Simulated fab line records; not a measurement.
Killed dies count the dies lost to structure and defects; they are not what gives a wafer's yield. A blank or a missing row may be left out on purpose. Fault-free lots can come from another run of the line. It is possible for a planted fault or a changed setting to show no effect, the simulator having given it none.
Matching of chambers -- flow nandHarc -- NHARC_P_BONDPAD_STRIP_15 on rieDiel-08 has 4 sister chambers
The step strips in O2. 18 wafers are shown with their chamber, then 9 later ones without.

WAFERS, EACH WITH ITS CHAMBER
wafer,chamber,showerheadPlenumPTorr (Torr),drypumpMotorCurrentA (A),o2FlowSccm (sccm)
L074.2,3,3.64,5.7,498.3
L074.3,2,3.53,5.3,504.2
L074.6,2,3.53,5.3,502.9
L075.2,0,3.51,6.0,500.5
L075.4,1,3.45,5.1,499.9
L075.5,2,3.53,5.3,500.1
L077.3,0,3.51,6.0,498.7
L077.4,2,3.52,5.2,499.8
L077.5,3,3.64,5.7,497.9
L079.2,1,3.45,5.1,500.5
L079.3,2,3.52,5.3,499.6
L079.5,3,3.64,5.7,503.3
L082.4,0,3.51,6.0,497.8
L082.5,0,3.51,6.0,498.6
L082.6,1,3.45,5.1,500.6
L083.2,2,3.52,5.3,502.0
L083.5,2,3.52,5.2,499.3
L083.6,1,3.45,5.1,501.2

SIGNATURES (averages over the wafers above)
reading,chamber 0,chamber 1,chamber 2,chamber 3,scatter within a chamber
showerheadPlenumPTorr,3.5100,3.4500,3.5243,3.6400,0.0035
drypumpMotorCurrentA,6.000,5.100,5.271,5.700,0.0319
o2FlowSccm,498.900,500.550,501.129,499.833,1.79
Rule: for each reading, subtract the chamber's mean from the wafer's reading, divide by that reading's scatter and square the result; add these up over the readings and take the root, which gives the wafer's distance from the chamber. The wafer belongs to the nearest chamber; if the next one is less than 2 further off, it can't be placed. The scatter: the root of (the sum of the squares of (reading less its chamber's mean) over the shown wafers, divided by (wafers less chambers)).

WAFERS WHOSE CHAMBER IS MISSING
wafer,showerheadPlenumPTorr (Torr),drypumpMotorCurrentA (A),o2FlowSccm (sccm)
L087.2,3.45,5.1,499.5
L087.3,3.64,5.7,501.5
L087.4,3.50,6.0,498.7
L089.3,3.45,5.1,501.1
L089.5,3.64,5.7,499.4
L089.6,3.52,5.3,499.4
L095.1,3.45,5.1,498.4
L095.2,3.64,5.7,500.7
L095.4,3.50,6.0,497.7

WHICH CHAMBER EACH ONE RAN IN
wafer,from the rows above,in truth
L087.2,1,1
L087.3,3,3
L087.4,0,0
L089.3,1,1
L089.5,3,3
L089.6,2,2
L095.1,1,1
L095.2,3,3
L095.4,0,0
Correct placement for 9 of the 9. Not placeable from these rows: 0. 0 placed wrongly.
